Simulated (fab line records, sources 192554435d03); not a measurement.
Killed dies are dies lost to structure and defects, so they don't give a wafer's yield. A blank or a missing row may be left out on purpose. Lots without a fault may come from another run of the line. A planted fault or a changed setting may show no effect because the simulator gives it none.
Which tool did it? | flow n5_finfet | 24 lots, 72 wafers sampled, at 6 steps of a route of 1938

WHAT THE GAUGES READ, wafer by wafer
N5_MOL_CONTACT_COAG_CD_MEAS_137: target cd 16 nm. Usual: cd_nm 15.9 nm, standard deviation 0.3.
lot  | measured     | on        | cd_nm (nm)     | flag
L074 | day 5 05:19  | cd_sem-02 | 16.0 15.9 16.2 |
L075 | day 5 09:40  | cd_sem-02 | 15.2 15.7 15.6 |
L076 | day 5 19:04  | cd_sem-03 | 15.9 15.9 15.9 |
L077 | day 5 22:51  | cd_sem-02 | 15.4 16.0 15.8 |
L078 | day 6 05:26  | cd_sem-03 | 16.0 16.2 16.0 |
L079 | day 6 17:40  | cd_sem-03 | 15.8 15.3 16.0 |
L080 | day 6 17:54  | cd_sem-03 | 15.7 15.6 15.9 |
L081 | day 6 23:20  | cd_sem-02 | 15.5 15.5 16.0 |
L082 | day 7 07:24  | cd_sem-02 | 16.0 15.9 16.3 |
L083 | day 7 13:26  | cd_sem-01 | 16.3 15.7 15.7 |
L084 | day 7 18:32  | cd_sem-03 | 15.4 16.0 15.5 |
L086 | day 8 08:05  | cd_sem-02 | 15.4 16.1 15.9 |
L085 | day 8 07:59  | cd_sem-02 | 16.2 16.3 15.5 |
L087 | day 8 09:32  | cd_sem-01 | 16.0 15.9 15.6 |
L088 | day 8 17:30  | cd_sem-02 | 15.9 15.9 16.2 |
L089 | day 9 00:45  | cd_sem-02 | 15.8 15.1 16.0 |
L091 | day 9 07:51  | cd_sem-01 | 16.0 16.1 16.8 |
L090 | day 9 12:47  | cd_sem-01 | 16.0 16.2 16.5 |
L092 | day 9 19:59  | cd_sem-02 | 15.8 15.8 16.3 |
L093 | day 9 20:28  | cd_sem-03 | 15.9 16.3 16.1 |
L094 | day 10 00:04 | cd_sem-01 | 16.4 16.0 15.8 |
L095 | day 10 08:04 | cd_sem-01 | 15.9 15.8 15.7 |
L096 | day 10 17:53 | cd_sem-01 | 16.5 16.2 16.3 |
L097 | day 10 21:35 | cd_sem-02 | 15.7 16.1 16.0 |

N5_MOL_CONTACT_COAG_CD_MEAS_40: target cd 25.1 nm. Usual: cd_nm 25.11 nm, standard deviation 0.23.
lot  | measured     | on        | cd_nm (nm)        | flag
L074 | day 5 05:38  | cd_sem-02 | 25.24 24.55 24.78 |
L075 | day 5 09:59  | cd_sem-02 | 25.20 25.52 25.43 |
L076 | day 5 19:30  | cd_sem-03 | 25.28 25.24 25.16 |
L077 | day 5 23:10  | cd_sem-02 | 24.66 24.92 25.34 |
L078 | day 6 05:46  | cd_sem-02 | 25.17 25.22 25.59 |
L079 | day 6 18:07  | cd_sem-03 | 25.26 25.34 25.02 |
L080 | day 6 18:21  | cd_sem-02 | 25.00 24.84 25.43 |
L081 | day 6 23:40  | cd_sem-02 | 25.47 25.32 24.99 |
L082 | day 7 07:51  | cd_sem-03 | 24.89 24.97 24.73 |
L083 | day 7 13:47  | cd_sem-03 | 25.08 25.38 25.09 |
L084 | day 7 18:59  | cd_sem-03 | 24.82 25.35 25.47 |
L086 | day 8 08:31  | cd_sem-01 | 25.36 25.08 25.17 |
L085 | day 8 08:18  | cd_sem-02 | 25.14 25.30 25.34 |
L087 | day 8 09:58  | cd_sem-03 | 25.14 24.97 24.67 |
L088 | day 8 17:49  | cd_sem-03 | 24.97 24.94 25.17 |
L089 | day 9 01:04  | cd_sem-03 | 24.84 24.87 24.76 |
L091 | day 9 08:10  | cd_sem-02 | 24.95 25.44 25.07 |
L090 | day 9 13:06  | cd_sem-02 | 24.89 24.86 25.14 |
L092 | day 9 20:25  | cd_sem-01 | 24.98 25.19 24.80 |
L093 | day 9 20:55  | cd_sem-03 | 25.01 25.21 25.24 |
L094 | day 10 00:23 | cd_sem-03 | 25.28 25.36 25.13 |
L095 | day 10 08:23 | cd_sem-01 | 25.06 25.44 25.07 |
L096 | day 10 18:20 | cd_sem-01 | 25.46 25.19 24.77 |
L097 | day 10 22:01 | cd_sem-03 | 25.19 24.84 24.86 |

WHICH TOOL RAN EACH LOT (tool, then ch and the chambers of the sampled wafers, then the start)
lot  | N5_GATE_CUT_ETCH_37               | N5_GATE_CUT_STRIP_42              | N5_GATE_CUT_ETCH_47               | N5_MOL_CONTACT_COAG_SIL_ANNEAL_21
L074 | rie_diel-02 ch 1,2,3, day 4 13:00 | rie_diel-02 ch 1,2,3, day 4 13:10 | rie_metal-01 ch 0,1, day 4 13:28  | rtp_anneal-01 ch 0, day 4 18:43
L075 | rie_diel-05 ch 0,1,3, day 4 18:04 | rie_diel-05 ch 0,1,3, day 4 18:13 | rie_metal-02 ch 0,1, day 4 18:31  | rtp_anneal-01 ch 0, day 5 01:12
L076 | rie_diel-05 ch 1,2,3, day 5 04:53 | rie_diel-05 ch 1,2,3, day 5 05:03 | rie_metal-01 ch 0,1, day 5 05:20  | rtp_anneal-01 ch 0, day 5 11:44
L077 | rie_diel-05 ch 1,2,3, day 5 08:51 | rie_diel-05 ch 1,2,3, day 5 09:01 | rie_metal-01 ch 0,1, day 5 09:19  | rtp_anneal-01 ch 0, day 5 14:33
L078 | rie_diel-05 ch 1,2,3, day 5 15:42 | rie_diel-05 ch 1,2,3, day 5 15:52 | rie_metal-01 ch 0,1, day 5 16:10  | rtp_anneal-01 ch 0, day 5 21:47
L079 | rie_diel-02 ch 0,2,3, day 6 02:28 | rie_diel-02 ch 0,2,3, day 6 02:37 | rie_metal-03 ch 0,1, day 6 02:55  | rtp_anneal-02 ch 0, day 6 07:52
L080 | rie_diel-02 ch 0,1, day 6 03:37   | rie_diel-02 ch 0,1, day 6 03:46   | rie_metal-02 ch 0,1, day 6 04:04  | rtp_anneal-01 ch 0, day 6 10:41
L081 | rie_diel-05 ch 2,3, day 6 10:03   | rie_diel-05 ch 2,3, day 6 10:13   | rie_metal-02 ch 0,1, day 6 10:31  | rtp_anneal-01 ch 0, day 6 15:23
L082 | rie_diel-03 ch 0,1,2, day 6 14:37 | rie_diel-03 ch 0,1,2, day 6 14:47 | rie_metal-01 ch 0,1, day 6 15:05  | rtp_anneal-01 ch 0, day 6 20:29
L083 | rie_diel-05 ch 0,1, day 6 20:44   | rie_diel-05 ch 0,1, day 6 20:53   | rie_metal-02 ch 0,1, day 6 21:11  | rtp_anneal-02 ch 0, day 7 03:05
L084 | rie_diel-03 ch 0,1, day 7 04:04   | rie_diel-03 ch 0,1, day 7 04:14   | rie_metal-01 ch 0, day 7 04:39    | rtp_anneal-01 ch 0, day 7 09:48
L086 | rie_diel-02 ch 1,2, day 7 16:28   | rie_diel-02 ch 1,2, day 7 16:38   | rie_metal-02 ch 0,1, day 7 16:56  | rtp_anneal-02 ch 0, day 7 23:30
L085 | rie_diel-02 ch 0,2, day 7 17:20   | rie_diel-02 ch 0,2, day 7 17:31   | rie_metal-01 ch 0,1, day 7 17:49  | rtp_anneal-01 ch 0, day 7 23:22
L087 | rie_diel-02 ch 0,2,3, day 7 19:04 | rie_diel-02 ch 0,2,3, day 7 19:14 | rie_metal-03 ch 0,1, day 7 19:32  | rtp_anneal-01 ch 0, day 8 00:30
L088 | rie_diel-02 ch 0,1,3, day 8 02:50 | rie_diel-02 ch 0,1,3, day 8 02:59 | rie_metal-03 ch 0,1, day 8 03:17  | rtp_anneal-02 ch 0, day 8 08:26
L089 | rie_diel-02 ch 0,1,3, day 8 08:37 | rie_diel-02 ch 0,1,3, day 8 08:47 | rie_metal-03 ch 0,1, day 8 09:05  | rtp_anneal-01 ch 0, day 8 15:04
L091 | rie_diel-03 ch 1,2, day 8 17:41   | rie_diel-03 ch 1,2, day 8 17:52   | rie_metal-02 ch 0,1, day 8 18:09  | rtp_anneal-02 ch 0, day 8 23:05
L090 | rie_diel-03 ch 0,2,3, day 8 19:46 | rie_diel-03 ch 0,2,3, day 8 19:55 | rie_metal-01 ch 0,1, day 8 20:13  | rtp_anneal-01 ch 0, day 9 01:08
L092 | rie_diel-02 ch 0,1,2, day 9 03:56 | rie_diel-02 ch 0,1,2, day 9 04:06 | rie_metal-01 ch 0,1, day 9 04:24  | rtp_anneal-02 ch 0, day 9 09:34
L093 | rie_diel-03 ch 0,1,3, day 9 06:43 | rie_diel-03 ch 0,1,3, day 9 06:53 | rie_metal-01 ch 0,1, day 9 07:11  | rtp_anneal-01 ch 0, day 9 11:59
L094 | rie_diel-02 ch 1,2,3, day 9 10:47 | rie_diel-02 ch 1,2,3, day 9 10:57 | rie_metal-02 ch 1, day 9 11:25    | rtp_anneal-01 ch 0, day 9 16:10
L095 | rie_diel-02 ch 0,1, day 9 17:19   | rie_diel-02 ch 0,1, day 9 17:29   | rie_metal-01 ch 0, day 9 17:47    | rtp_anneal-01 ch 0, day 9 22:40
L096 | rie_diel-02 ch 0,1, day 10 02:52  | rie_diel-02 ch 0,1, day 10 03:02  | rie_metal-02 ch 1, day 10 03:23   | rtp_anneal-02 ch 0, day 10 08:17
L097 | rie_diel-02 ch 0,1, day 10 06:22  | rie_diel-02 ch 0,1, day 10 06:32  | rie_metal-03 ch 0,1, day 10 06:50 | rtp_anneal-02 ch 0, day 10 11:59
- N5_GATE_CUT_ETCH_37: etches SOC in N2/H2, target depth 60 nm, overetch 12 nm, time 90 s.
- N5_GATE_CUT_STRIP_42: strips in O2.
- N5_GATE_CUT_ETCH_47: etches SiO2 in Cl2/BCl3, target depth 10 nm.
- N5_MOL_CONTACT_COAG_SIL_ANNEAL_21: time 60 s.

WHAT THE TOOLS THEMSELVES READ (means of the sampled wafers that have a number; where no wafer has one, the mark that the record gives instead)
N5_GATE_CUT_ETCH_37. Usual: drypump_motor_current_A 5.6 A, standard deviation 0.42; oes_product_au 0.71 a.u., standard deviation 0.068; rf_vpp_V 524.8 V, standard deviation 2.2; showerhead_plenum_p_Torr 2.57 Torr, standard deviation 0.074; throttle_valve_pct 17.73 %, standard deviation 0.28.
lot  | tool        | drypump_motor_current_A (A) | oes_product_au (a.u.) | rf_vpp_V (V) | showerhead_plenum_p_Torr (Torr) | throttle_valve_pct (%) | flag
L074 | rie_diel-02 | 5.5                         | 0.75                  | 524.9        | 2.60                            | 17.70                  |
L075 | rie_diel-05 | 5.6                         | 0.67                  | 523.5        | 2.54                            | 17.91                  |
L076 | rie_diel-05 | 5.6                         | 0.66                  | 522.9        | 2.50                            | 17.92                  |
L077 | rie_diel-05 | 5.6                         | 0.66                  | 523.0        | 2.50                            | 17.92                  |
L078 | rie_diel-05 | 5.6                         | 0.66                  | 523.3        | 2.50                            | 17.93                  |
L079 | rie_diel-02 | 5.6                         | 0.74                  | 525.7        | 2.63                            | 17.59                  |
L080 | rie_diel-02 | 5.7                         | 0.84                  | 527.9        | 2.67                            | 17.27                  |
L081 | rie_diel-05 | 5.8                         | 0.66                  | 520.5        | 2.44                            | 18.01                  |
L082 | rie_diel-03 | 5.3                         | 0.70                  | 524.9        | 2.58                            | 17.80                  |
L083 | rie_diel-05 | 5.5                         | 0.65                  | 525.4        | 2.59                            | 17.89                  |
L084 | rie_diel-03 | 5.5                         | 0.73                  | 524.6        | 2.57                            | 17.70                  |
L086 | rie_diel-02 | 5.3                         | 0.75                  | 526.0        | 2.57                            | 17.70                  |
L085 | rie_diel-02 | 5.4                         | 0.74                  | 525.3        | 2.59                            | 17.72                  |
L087 | rie_diel-02 | 5.6                         | 0.73                  | 525.8        | 2.62                            | 17.61                  |
L088 | rie_diel-02 | 5.7                         | 0.76                  | 527.0        | 2.64                            | 17.48                  |
L089 | rie_diel-02 | 5.7                         | 0.75                  | 525.9        | 2.64                            | 17.48                  |
L091 | rie_diel-03 | 5.0                         | 0.80                  | 524.9        | 2.58                            | 17.65                  |
L090 | rie_diel-03 | 5.2                         | 0.73                  | 523.7        | 2.56                            | 17.75                  |
L092 | rie_diel-02 | 5.5                         | 0.75                  | 525.7        | 2.61                            | 17.58                  |
L093 | rie_diel-03 | 5.5                         | 0.69                  | 524.3        | 2.55                            | 17.72                  |
L094 | rie_diel-02 | 5.5                         | 0.71                  | 524.8        | 2.58                            | 17.76                  |
L095 | rie_diel-02 | 5.7                         | 0.79                  | 526.1        | 2.65                            | 17.31                  |
L096 | rie_diel-02 | 5.6                         | 0.78                  | 525.8        | 2.62                            | 17.45                  |
L097 | rie_diel-02 | 5.6                         | 0.77                  | 527.2        | 2.62                            | 17.44                  |

N5_GATE_CUT_STRIP_42. Usual: drypump_motor_current_A 5.6 A, standard deviation 0.42; oes_product_au 0.80 a.u., standard deviation 0.082; rf_vpp_V 3.7 V, standard deviation 0.44; showerhead_plenum_p_Torr 2.13 Torr, standard deviation 0.062; throttle_valve_pct 16.62 %, standard deviation 0.26.
lot  | tool        | drypump_motor_current_A (A) | oes_product_au (a.u.) | rf_vpp_V (V) | showerhead_plenum_p_Torr (Torr) | throttle_valve_pct (%) | flag
L074 | rie_diel-02 | 5.5                         | 0.84                  | 3.9          | 2.15                            | 16.61                  |
L075 | rie_diel-05 | 5.6                         | 0.74                  | 3.9          | 2.09                            | 16.75                  |
L076 | rie_diel-05 | 5.6                         | 0.74                  | 3.3          | 2.06                            | 16.75                  |
L077 | rie_diel-05 | 5.6                         | 0.74                  | 3.5          | 2.06                            | 16.75                  |
L078 | rie_diel-05 | 5.6                         | 0.74                  | 3.5          | 2.06                            | 16.75                  |
L079 | rie_diel-02 | 5.6                         | 0.83                  | 4.0          | 2.18                            | 16.53                  |
L080 | rie_diel-02 | 5.7                         | 0.95                  | 3.5          | 2.20                            | 16.20                  |
L081 | rie_diel-05 | 5.8                         | 0.74                  | 3.9          | 2.01                            | 16.84                  |
L082 | rie_diel-03 | 5.2                         | 0.78                  | 3.5          | 2.13                            | 16.67                  |
L083 | rie_diel-05 | 5.5                         | 0.72                  | 3.3          | 2.13                            | 16.70                  |
L084 | rie_diel-03 | 5.5                         | 0.81                  | 3.3          | 2.12                            | 16.55                  |
L086 | rie_diel-02 | 5.3                         | 0.85                  | 3.8          | 2.13                            | 16.56                  |
L085 | rie_diel-02 | 5.4                         | 0.83                  | 3.9          | 2.14                            | 16.58                  |
L087 | rie_diel-02 | 5.6                         | 0.81                  | 3.5          | 2.17                            | 16.55                  |
L088 | rie_diel-02 | 5.7                         | 0.85                  | 3.7          | 2.18                            | 16.43                  |
L089 | rie_diel-02 | 5.7                         | 0.85                  | 3.9          | 2.18                            | 16.42                  |
L091 | rie_diel-03 | 5.0                         | 0.90                  | 3.4          | 2.14                            | 16.50                  |
L090 | rie_diel-03 | 5.2                         | 0.82                  | 3.9          | 2.11                            | 16.58                  |
L092 | rie_diel-02 | 5.5                         | 0.85                  | 3.9          | 2.16                            | 16.47                  |
L093 | rie_diel-03 | 5.4                         | 0.77                  | 3.7          | 2.10                            | 16.60                  |
L094 | rie_diel-02 | 5.5                         | 0.78                  | 3.5          | 2.14                            | 16.68                  |
L095 | rie_diel-02 | 5.7                         | 0.89                  | 3.4          | 2.19                            | 16.23                  |
L096 | rie_diel-02 | 5.6                         | 0.88                  | 3.8          | 2.17                            | 16.36                  |
L097 | rie_diel-02 | 5.6                         | 0.88                  | 3.6          | 2.17                            | 16.36                  |

N5_GATE_CUT_ETCH_47. Usual: drypump_motor_current_A 5.46 A, standard deviation 0.16; oes_product_au 0.78 a.u., standard deviation 0.11; throttle_valve_pct 22.85 %, standard deviation 0.14.
lot  | tool         | drypump_motor_current_A (A) | oes_product_au (a.u.) | throttle_valve_pct (%) | flag
L074 | rie_metal-01 | 5.40                        | 0.77                  | 22.83                  |
L075 | rie_metal-02 | 5.63                        | 0.78                  | 22.87                  |
L076 | rie_metal-01 | 5.40                        | 0.77                  | 22.83                  |
L077 | rie_metal-01 | 5.42                        | 0.82                  | 22.86                  |
L078 | rie_metal-01 | 5.41                        | 0.82                  | 22.86                  |
L079 | rie_metal-03 | 5.40                        | 0.64                  | 22.89                  |
L080 | rie_metal-02 | 5.47                        | 0.69                  | 22.76                  |
L081 | rie_metal-02 | 5.64                        | 0.76                  | 22.86                  |
L082 | rie_metal-01 | 5.41                        | 0.75                  | 22.85                  |
L083 | rie_metal-02 | 5.64                        | 0.78                  | 22.87                  |
L084 | rie_metal-01 | 5.39                        | 0.85                  | 22.90                  |
L086 | rie_metal-02 | 5.63                        | 0.76                  | 22.87                  |
L085 | rie_metal-01 | 5.40                        | 0.80                  | 22.88                  |
L087 | rie_metal-03 | 5.42                        | 0.91                  | 22.77                  |
L088 | rie_metal-03 | 5.39                        | 0.90                  | 22.77                  |
L089 | rie_metal-03 | 5.40                        | 0.89                  | 22.76                  |
L091 | rie_metal-02 | 5.62                        | 0.75                  | 22.88                  |
L090 | rie_metal-01 | 5.41                        | 0.75                  | 22.85                  |
L092 | rie_metal-01 | 5.43                        | 0.78                  | 22.87                  |
L093 | rie_metal-01 | 5.40                        | 0.74                  | 22.85                  |
L094 | rie_metal-02 | 5.77                        | 0.82                  | 22.98                  |
L095 | rie_metal-01 | 5.41                        | 0.83                  | 22.92                  |
L096 | rie_metal-02 | 5.82                        | 0.82                  | 22.99                  |
L097 | rie_metal-03 | 5.40                        | 0.78                  | 22.92                  |

N5_MOL_CONTACT_COAG_SIL_ANNEAL_21. Usual: lamp_power_pct 5.9 %, standard deviation 0.69; wafer_temp_C_max 553.1, standard deviation 0.54.
lot  | tool          | lamp_power_pct (%) | wafer_temp_C_max | flag
L074 | rtp_anneal-01 | 5.4                | 552.7            |
L075 | rtp_anneal-01 | 5.4                | 553.0            |
L076 | rtp_anneal-01 | 5.4                | 553.3            |
L077 | rtp_anneal-01 | 5.4                | 553.6            |
L078 | rtp_anneal-01 | 5.4                | 553.4            |
L079 | rtp_anneal-02 | 6.8                | 552.7            |
L080 | rtp_anneal-01 | 5.4                | 553.3            |
L081 | rtp_anneal-01 | 5.4                | 553.3            |
L082 | rtp_anneal-01 | 5.4                | 553.2            |
L083 | rtp_anneal-02 | 6.8                | 552.6            |
L084 | rtp_anneal-01 | 5.4                | 553.1            |
L086 | rtp_anneal-02 | 6.8                | 552.5            |
L085 | rtp_anneal-01 | 5.4                | 552.7            |
L087 | rtp_anneal-01 | 5.4                | 553.2            |
L088 | rtp_anneal-02 | 6.8                | 552.7            |
L089 | rtp_anneal-01 | 5.4                | 554.1            |
L091 | rtp_anneal-02 | 6.8                | 553.7            |
L090 | rtp_anneal-01 | 5.4                | 552.6            |
L092 | rtp_anneal-02 | 6.8                | 553.2            |
L093 | rtp_anneal-01 | 5.4                | 552.5            |
L094 | rtp_anneal-01 | 5.4                | 553.1            |
L095 | rtp_anneal-01 | 5.4                | 553.1            |
L096 | rtp_anneal-02 | 6.8                | 553.4            |
L097 | rtp_anneal-02 | 6.8                | 553.0            |

THE ANSWER, worked out from the rows above alone
Rule: a lot is off if the mean of its wafers that have a number lies more than 3 standard deviations from the usual mean. A lot without any number at a reading at which 4 lots or more have one is off too. The other lots that the step has rows for count as sound. The gauges are gone through in route order, then the tools' own readings, and for those a lot's mean is taken as printed above. The first step at which some lot is off is used, and at that step the reading that is off furthest; a lot without a number counts as furthest.
No lot is off at any reading shown: from this, nothing can be told.

WHAT THE SIMULATOR HAD PUT IN
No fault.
